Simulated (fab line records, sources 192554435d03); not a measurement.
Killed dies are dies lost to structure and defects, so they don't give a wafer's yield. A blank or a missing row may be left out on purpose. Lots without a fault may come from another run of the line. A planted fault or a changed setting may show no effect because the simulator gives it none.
Tool commonality check | flow n5_finfet | 9 lots, 27 wafers sampled

WHY IT WAS OPENED
At N5_BEOL_M0_INSPECT_127 the reading raw_defect_count is flagged on 3 of 9 lots. Wafers without a fault read 69, standard deviation 22.
Rule: a lot is flagged when every wafer of it that has a number lies more than 4 standard deviations from that mean, or none has a number. The other lots count as sound.

lot  | measured     | on                | raw_defect_count, wafer by wafer | flag
L311 | day 7 00:12  | defect_inspect-02 | 78 84 109                        |
L314 | day 7 22:42  | defect_inspect-01 | 69 29 43                         |
L316 | day 8 12:55  | defect_inspect-02 | 372 399 395                      | FLAGGED
L318 | day 9 07:02  | defect_inspect-02 | 402 425 422                      | FLAGGED
L319 | day 9 11:21  | defect_inspect-02 | 395 372 403                      | FLAGGED
L323 | day 10 10:59 | defect_inspect-02 | 50 52 51                         |
L326 | day 11 02:08 | defect_inspect-02 | 82 75 82                         |
L327 | day 11 05:58 | defect_inspect-02 | 40 86 67                         |
L329 | day 11 17:41 | defect_inspect-02 | 90 84 90                         |
The numbers of the flagged lots are 398 on average: +329 against the usual, or +15 standard deviations.

WHICH TOOL RAN EACH LOT
The record holds 3 process steps before the reading, out of a route of 1938 steps. In each cell: the tool, then ch and the chambers that the sampled wafers went through, then the start.
lot  | flag    | N5_BEOL_M0_ETCH_128                | N5_BEOL_M0_SPUTTER_132       | N5_BEOL_M0_CMP_120
L311 |         | rie_diel-06 ch 0,2,3, day 6 20:15  | pvd_sputter-02, day 6 22:43  | cmp-03 ch 0,1,2, day 6 23:42
L314 |         | rie_diel-06 ch 0,2,3, day 7 19:20  | pvd_sputter-01, day 7 21:05  | cmp-03 ch 0,3, day 7 22:05
L316 | FLAGGED | rie_diel-03 ch 0,3, day 8 09:56    | pvd_sputter-01, day 8 11:37  | cmp-03 ch 1,2,3, day 8 12:25
L318 | FLAGGED | rie_diel-01 ch 0,1,2, day 9 02:07  | pvd_sputter-01, day 9 05:32  | cmp-03 ch 0,3, day 9 06:26
L319 | FLAGGED | rie_diel-03 ch 1,2, day 9 06:28    | pvd_sputter-01, day 9 10:02  | cmp-03 ch 0,1,2, day 9 10:50
L323 |         | rie_diel-06 ch 0,2,3, day 10 06:45 | pvd_sputter-01, day 10 08:46 | cmp-01 ch 0,1,3, day 10 10:26
L326 |         | rie_diel-03 ch 0,1,3, day 10 23:16 | pvd_sputter-01, day 11 00:47 | cmp-04 ch 0,2,3, day 11 01:34
L327 |         | rie_diel-01 ch 0,2,3, day 11 02:31 | pvd_sputter-02, day 11 04:14 | cmp-04 ch 1,3, day 11 05:22
L329 |         | rie_diel-01 ch 0,2,3, day 11 14:40 | pvd_sputter-02, day 11 16:20 | cmp-04 ch 0,1, day 11 17:07
What these steps do:
- N5_BEOL_M0_ETCH_128: etches SiCN in CF4/N2, target depth 12 nm, overetch 5.1 nm, time 21.4 s.
- N5_BEOL_M0_SPUTTER_132: material Cu, target thk 4 nm, time 7.37 s.
- N5_BEOL_M0_CMP_120: polishes, stops on SiOC, t overpolish 6.9 s.
- N5_BEOL_M0_INSPECT_127: inspects for defects (darkfield).

FLAGGED OVER TOTAL, TOOL BY TOOL (the gauges that took the reading come last)
step                   | tool              | lots run | flagged | share of the flagged lots | sound lots run after its first flagged lot
N5_BEOL_M0_ETCH_128    | rie_diel-01       | 3        | 1       | some                      | 2 (L327,L329)
N5_BEOL_M0_ETCH_128    | rie_diel-03       | 3        | 2       | some                      | 1 (L326)
N5_BEOL_M0_ETCH_128    | rie_diel-06       | 3        | 0       | none                      | -
N5_BEOL_M0_SPUTTER_132 | pvd_sputter-01    | 6        | 3       | all                       | 2 (L323,L326)
N5_BEOL_M0_SPUTTER_132 | pvd_sputter-02    | 3        | 0       | none                      | -
N5_BEOL_M0_CMP_120     | cmp-01            | 1        | 0       | none                      | -
N5_BEOL_M0_CMP_120     | cmp-03            | 5        | 3       | all                       | 0
N5_BEOL_M0_CMP_120     | cmp-04            | 3        | 0       | none                      | -
N5_BEOL_M0_INSPECT_127 | defect_inspect-01 | 1        | 0       | none                      | -
N5_BEOL_M0_INSPECT_127 | defect_inspect-02 | 8        | 3       | all                       | 4 (L323,L326,L327,L329)

WHAT THE TABLE ALLOWS
3 rows of the table ran every flagged lot: pvd_sputter-01 at N5_BEOL_M0_SPUTTER_132, cmp-03 at N5_BEOL_M0_CMP_120, defect_inspect-02 at N5_BEOL_M0_INSPECT_127.
- pvd_sputter-01 at N5_BEOL_M0_SPUTTER_132: 3 of its 6 lots flagged. Sound lots ran on it after the first flagged one (L323, L326), which a lasting fault on the whole tool wouldn't allow.
- cmp-03 at N5_BEOL_M0_CMP_120: 3 of its 5 lots flagged. Its last sound lot is L314 (day 7 22:05), its first flagged lot L316 (day 8 12:25): a fault that began between those two fits.
- defect_inspect-02 at N5_BEOL_M0_INSPECT_127: 3 of its 8 lots flagged. Sound lots ran on it after the first flagged one (L323, L326, L327, L329), which a lasting fault on the whole tool wouldn't allow.
One tool is left: cmp-03 at N5_BEOL_M0_CMP_120.

WHAT THE SIMULATOR HAD PUT IN
Chamber particle source: cmp-03, from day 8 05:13 on, at N5_BEOL_M0_CMP_120. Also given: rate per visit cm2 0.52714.
Lots struck among those shown: L316, L318, L319. The rule above found the same.
